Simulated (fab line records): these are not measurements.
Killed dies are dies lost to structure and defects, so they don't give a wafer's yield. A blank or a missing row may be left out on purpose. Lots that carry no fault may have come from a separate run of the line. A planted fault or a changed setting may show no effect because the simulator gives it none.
Struck lot and sound lot, side by side | flow nandHarc | 14 steps out of a route of 1302
Sound: wafers L553.1, L553.2, L553.4. Struck: wafers L552.1, L552.2, L552.4. The cause comes at the end.
Each step with rows lists, per side, the tool, then ch with its chambers, then its first start. Under that, the readings that differ: sound wafers | struck wafers | difference of the means | sigmas: that difference in standard deviations of wafers without a fault.
alike: a reading whose means differ by less than 2 such deviations, as well as words and numbers matching on both sides. not compared: withheld readings; readings where some wafer has no value; bounds like >300 that might hide an equal value; numbers whose values overlap and for which the record gives no deviation.
The two part at a step that has a row with sigmas, a row that says differs or no value, or rows on one side only. Numbers that don't overlap but have no deviation are shown without sigmas and don't part them. Lack of a reading on every wafer of one side parts them only where that side has two or more wafers.

first, 1 step without rows for these wafers: NHARC_P_GATE_DEVELOP_90 (time 70 s).
NHARC_P_GATE_CD_MEAS_91: the cd target is 2000 nm.
  sound on cdSem-02 ch 0, day 13 00:56; struck on cdSem-02 ch 0, day 12 17:35
  alike: cdNm
then, 1 step without rows for these wafers: NHARC_P_GATE_HARDBAKE_92 (time 80 s).
NHARC_P_GATE_DESCUM_93: chemistry O2, time 3 s.
  sound on rieDiel-01 ch 0,2,3, day 13 01:05; struck on rieDiel-01 ch 0,2,3, day 12 17:44
reading             | sound       | struck      | difference | sigmas
rfHoursCounterH (h) | 5.8 5.9 5.4 | 5.3 5.2 5.0 | -0.5       | 
  alike: drypumpMotorCurrentA, oesProductAu, rfVppV, showerheadPlenumPTorr, throttleValvePct
after that, 1 step had no rows for these wafers: NHARC_P_GATE_IMPLANT_94.
NHARC_P_GATE_STRIP_113: strips in N2/H2, time 740 s.
  sound on plasmaAsher-01 ch 0,1, day 13 01:28; struck on plasmaAsher-01 ch 0,1, day 12 18:07
  alike: drypumpMotorCurrentA, heaterPowerW
  not compared: rfHoursCounterH
NHARC_P_GATE_STRIP_95: strips in O2.
  sound on plasmaAsher-01 ch 0,1, day 13 02:10; struck on plasmaAsher-01 ch 0,1, day 12 18:50
  alike: drypumpMotorCurrentA, heaterPowerW
  not compared: rfHoursCounterH
then, 1 step without rows for these wafers: NHARC_P_GATE_STRIP_96 (strips in SPM, time 900 s).
NHARC_P_GATE_RTA_64: time 1 s.
  sound on rtpAnneal-01 ch 0, day 13 02:44; struck on rtpAnneal-02 ch 0, day 12 19:23
reading             | sound    | struck   | difference | sigmas
lampPowerPct (%)    | 33 33 33 | 39 39 39 | +6         | +2
lamp_zone_5_pct (%) | 33 33 33 | 39 39 39 | +6         | +2
  alike: wafer_temp_C_max
then, 1 step without rows for these wafers: NHARC_P_GATE_ETCH_77 (etches SiO2 in dHF, target depth 6 nm).
NHARC_P_GATE_DEGAS_109: time 60 s.
  sound on pvdSputter-01, day 13 03:02; struck on pvdSputter-01, day 12 19:42
  alike: heaterPowerW
then, 1 step without rows for these wafers: NHARC_P_GATE_PRE_CLEAN_110 (time 30 s).
NHARC_P_GATE_SPUTTER_78: material Ni, target thk 10 nm.
  sound on pvdSputter-01, day 13 03:08; struck on pvdSputter-01, day 12 20:02
then, 1 step without rows for these wafers: NHARC_P_GATE_SPUTTER_79 (material TiN, target thk 10 nm).

WHERE THEY PART
Within this record, at NHARC_P_GATE_RTA_64 only. Later steps at which nothing parts them and some readings are alike: NHARC_P_GATE_DEGAS_109.

WHY: the cause the simulator had injected
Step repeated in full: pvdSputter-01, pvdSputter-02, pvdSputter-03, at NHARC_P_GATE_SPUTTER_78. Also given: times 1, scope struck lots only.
